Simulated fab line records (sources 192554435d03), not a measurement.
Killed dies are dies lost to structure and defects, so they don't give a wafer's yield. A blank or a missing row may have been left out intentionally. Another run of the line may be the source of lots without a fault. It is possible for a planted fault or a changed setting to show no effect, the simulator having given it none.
The tool behind it: which one? -- flow n5 finfet -- 10 lots with 27 wafers sampled at 4 steps, on a route of 1938 steps

WHAT THE GAUGES SHOWED, per wafer
N5_BEOL_M4_RC_MEAS_101. Usual: DIBL_N 36.0 mV/V, standard deviation 1.7; DIBL_P 36.0 mV/V, standard deviation 2; IOFF_N 0.156 nA/um, standard deviation 0.028; IOFF_P 0.21 nA/um, standard deviation 0.04; ION_N 673 uA/um, standard deviation 12; ION_P 463 uA/um, standard deviation 8.3; RC_DENSE_P 23.8 ohm.um, standard deviation 0.59; RC_P 19.4 ohm.um, standard deviation 0.46; REXT_P 100.4 ohm.um, standard deviation 2; SS_N 71.4 mV/dec, standard deviation 0.6; SS_P 73.3 mV/dec, standard deviation 0.66; VT_N 250 mV, standard deviation 3; VT_P -250 mV, standard deviation 3.8; VT_P_LVT -99 mV, standard deviation 3.2.
lot,measured,on,DIBL_N (mV/V),DIBL_P (mV/V),IOFF_N (nA/um),IOFF_P (nA/um),ION_N (uA/um),ION_P (uA/um),RC_DENSE_P (ohm.um),RC_P (ohm.um),REXT_P (ohm.um),SS_N (mV/dec),SS_P (mV/dec),VT_N (mV),VT_P (mV),VT_P_LVT (mV),flag
L808,day 7 21:32,prober-01,35.2 33.2 33.7,35.4 33.1 34.3,0.146 0.118 0.132,0.20 0.16 0.19,668 661 667,470 461 458,24.1 23.7 24.1,19.6 19.3 19.6,100.3 101.7 101.0,71.2 70.4 71.0,73.2 73.0 72.7,252 254 252,-250 -253 -250,-96 -99 -97,
L809,day 8 05:31,prober-01,33.3 35.7 35.2,32.2 35.4 34.4,0.102 0.135 0.136,0.17 0.20 0.20,653 654 666,460 456 459,23.3 23.8 23.1,19.0 19.2 18.9,101.4 102.7 103.1,70.6 72.1 71.4,72.2 73.7 72.7,256 254 254,-253 -251 -249,-102 -100 -101,
L814,day 9 11:20,prober-02,39.3 36.9 38.1,39.6 36.2 36.6,0.205 0.154 0.160,0.27 0.21 0.21,676 662 662,471 456 455,23.8 23.8 23.5,19.5 19.6 19.3,101.2 103.3 100.5,72.0 71.2 71.5,75.0 74.1 74.0,248 254 254,-247 -253 -254,-96 -99 -99,
L815,day 9 17:29,prober-01,36.7 38.2 37.4,35.6 37.2 36.1,0.160 0.192 0.167,0.20 0.23 0.21,682 669 680,462 458 463,23.1 23.5 23.7,18.6 19.0 19.1,98.4 98.5 99.3,72.3 71.8 71.4,72.7 73.3 73.8,249 245 247,-252 -249 -249,-101 -98 -100,
L818,day 10 11:10,prober-02,32.3 34.6 34.7,32.4 35.4 35.3,0.112 0.156 0.142,0.19 0.23 0.22,658 682 660,462 467 459,24.8 24.1 25.2,20.0 19.6 20.5,101.8 101.3 103.5,70.2 71.0 71.6,72.7 73.5 73.2,254 250 252,-249 -247 -247,-101 -97 -98,
L819,day 10 20:08,prober-01,39.2 32.8 35.6,38.8 30.8 34.7,0.220 0.107 0.146,0.28 0.16 0.21,699 658 670,477 465 463,23.9 24.0 23.7,19.4 19.3 19.3,98.1 97.8 97.5,72.1 70.5 71.4,74.7 72.3 73.2,243 254 252,-247 -252 -252,-92 -97 -95,
L821,day 11 03:14,prober-01,36.4 34.0 35.7,37.6 35.2 37.5,0.171 0.133 0.155,0.28 0.25 0.28,694 680 688,480 485 480,23.1 23.1 22.8,18.6 18.7 18.6,98.2 97.1 96.9,71.3 70.9 71.4,73.8 73.3 74.7,248 249 248,-240 -243 -244,-93 -94 -92,
L823,day 11 14:01,prober-02,38.0 33.9,37.3 34.5,0.202 0.133,0.15 0.16,691 667,433 457,30.1 23.4,24.3 19.1,130.7 102.5,72.0 70.4,74.0 73.4,245 251,-261 -256,-108 -104,OFF
L825,day 12 10:09,prober-02,38.8 37.9,36.7 36.2,0.179 0.163,0.16 0.22,675 672,432 460,31.4 24.4,25.5 19.6,128.2 98.5,71.9 71.2,73.3 72.9,249 251,-259 -249,-108 -98,OFF
L827,day 13 02:05,prober-02,35.9 34.5,34.1 33.9,0.145 0.125,0.14 0.18,662 662,426 463,28.8 23.9,23.7 19.6,125.0 97.5,71.1 71.1,72.7 72.5,250 252,-261 -252,-111 -101,OFF

WHICH TOOL RAN EACH LOT (tool, then ch and the chambers of the sampled wafers, then the start)
lot,N5_SD_EPI_P_ETCH_47,N5_BEOL_M4_ANNEAL_93,N5_BEOL_M4_SPUTTER_96
L808,"rie diel-05 ch 0,1, day 3 07:07","pvd sputter-01, day 7 19:47","pvd sputter-01, day 7 20:08"
L809,"rie diel-05 ch 0,1, day 3 13:20","pvd sputter-03, day 8 03:50","pvd sputter-03, day 8 04:12"
L814,"rie diel-05 ch 0,2,3, day 4 18:34","pvd sputter-02, day 9 09:51","pvd sputter-02, day 9 10:13"
L815,"rie diel-05 ch 0,2,3, day 5 05:29","pvd sputter-02, day 9 15:17","pvd sputter-02, day 9 15:38"
L818,"rie diel-05 ch 2,3, day 5 19:11","pvd sputter-01, day 10 09:24","pvd sputter-01, day 10 09:46"
L819,"rie diel-05 ch 0,1,2, day 5 23:26","pvd sputter-01, day 10 18:38","pvd sputter-01, day 10 19:00"
L821,"rie diel-05 ch 1,2,3, day 6 13:25","pvd sputter-01, day 11 01:26","pvd sputter-01, day 11 01:48"
L823,"rie diel-05 ch 2,3, day 7 06:50","pvd sputter-01, day 11 12:34","pvd sputter-01, day 11 12:56"
L825,"rie diel-05 ch 1, day 7 15:50","pvd sputter-02, day 12 08:37","pvd sputter-02, day 12 09:01"
L827,"rie diel-05 ch 0,3, day 8 00:39","pvd sputter-02, day 13 00:05","pvd sputter-02, day 13 00:25"
- N5_SD_EPI_P_ETCH_47: etches SiOCN in CH3F/O2, target depth 25 nm.
- N5_BEOL_M4_ANNEAL_93: time 240 s.
- N5_BEOL_M4_SPUTTER_96: material Cu, target thk 4.5 nm, time 8.29 s.

WHAT THE TOOLS THEMSELVES READ (means of the sampled wafers that have a number; where no wafer has one, the mark that the record gives instead)
N5_SD_EPI_P_ETCH_47. Usual: drypump motor current A 5.9 A, standard deviation 0.5; oes product au 0.79 a.u., standard deviation 0.086; rf fwd power W 407.9 W, standard deviation 1.4; rf vpp V 126.3 V, standard deviation 2.4; showerhead plenum p Torr 1.99 Torr, standard deviation 0.066; throttle valve pct 16.26 %, standard deviation 0.19.
lot,tool,drypump motor current A (A),oes product au (a.u.),rf fwd power W (W),rf vpp V (V),showerhead plenum p Torr (Torr),throttle valve pct (%),flag
L808,rie diel-05,5.5,0.76,406.5,125.6,2.03,16.19,
L809,rie diel-05,5.5,0.75,407.1,125.7,2.03,16.18,
L814,rie diel-05,6.1,0.84,406.9,126.2,1.99,16.18,
L815,rie diel-05,6.1,0.84,407.9,126.4,1.99,16.18,
L818,rie diel-05,6.4,0.86,407.7,127.2,1.94,16.15,
L819,rie diel-05,5.8,0.82,407.9,125.1,1.99,16.20,
L821,rie diel-05,6.1,0.85,408.5,125.0,1.94,16.17,
L823,rie diel-05,6.4,0.86,407.6,127.0,1.95,16.19,
L825,rie diel-05,5.6,0.77,409.3,124.0,1.93,16.19,
L827,rie diel-05,5.9,0.76,407.0,127.4,1.99,16.21,

N5_BEOL_M4_ANNEAL_93. Usual: heater power w 834 W, standard deviation 66.
lot,tool,heater power w (W),flag
L808,pvd sputter-01,836,
L809,pvd sputter-03,833,
L814,pvd sputter-02,842,
L815,pvd sputter-02,849,
L818,pvd sputter-01,802,
L819,pvd sputter-01,841,
L821,pvd sputter-01,761,
L823,pvd sputter-01,820,
L825,pvd sputter-02,884,
L827,pvd sputter-02,796,

N5_BEOL_M4_SPUTTER_96. Usual: chuck sensor temp C -15.8 C, standard deviation 0.39; throttle valve pct 29.8 %, standard deviation 0.94.
lot,tool,chuck sensor temp C (C),throttle valve pct (%),flag
L808,pvd sputter-01,-15.7,30.0,
L809,pvd sputter-03,-15.3,29.0,
L814,pvd sputter-02,-15.4,29.2,
L815,pvd sputter-02,-15.8,29.4,
L818,pvd sputter-01,-15.8,30.5,
L819,pvd sputter-01,-16.0,30.8,
L821,pvd sputter-01,-15.7,30.7,
L823,pvd sputter-01,-15.8,30.0,
L825,pvd sputter-02,-15.8,29.2,
L827,pvd sputter-02,-15.6,29.0,

THE ANSWER, worked out from the rows above alone
Rule: a lot counts as off when the mean over its wafers that have a number is more than 3 standard deviations away from the usual mean. Also off: a lot with no number at a reading for which 4 or more lots have one. All remaining lots with rows at the step are treated as sound. After the gauges, taken in route order, come the tools' own readings; for these a lot's mean is taken, as printed above. At the first step where some lot is off, the reading lying furthest off is the one used; lots without a number count as furthest.
Off: at N5_BEOL_M4_RC_MEAS_101 (REXT_P), L823, L825, L827.
If a tool, at a process step before that reading, ran all the lots that are off and no sound lot after the first of them, it fits. Those tools and the gauges at N5_BEOL_M4_RC_MEAS_101 are tried in the same way. This does not decide it: 2 tools fit, namely rie diel-05 at N5_SD_EPI_P_ETCH_47 and prober-02 at N5_BEOL_M4_RC_MEAS_101.

WHAT HAD BEEN PUT IN BY THE SIMULATOR
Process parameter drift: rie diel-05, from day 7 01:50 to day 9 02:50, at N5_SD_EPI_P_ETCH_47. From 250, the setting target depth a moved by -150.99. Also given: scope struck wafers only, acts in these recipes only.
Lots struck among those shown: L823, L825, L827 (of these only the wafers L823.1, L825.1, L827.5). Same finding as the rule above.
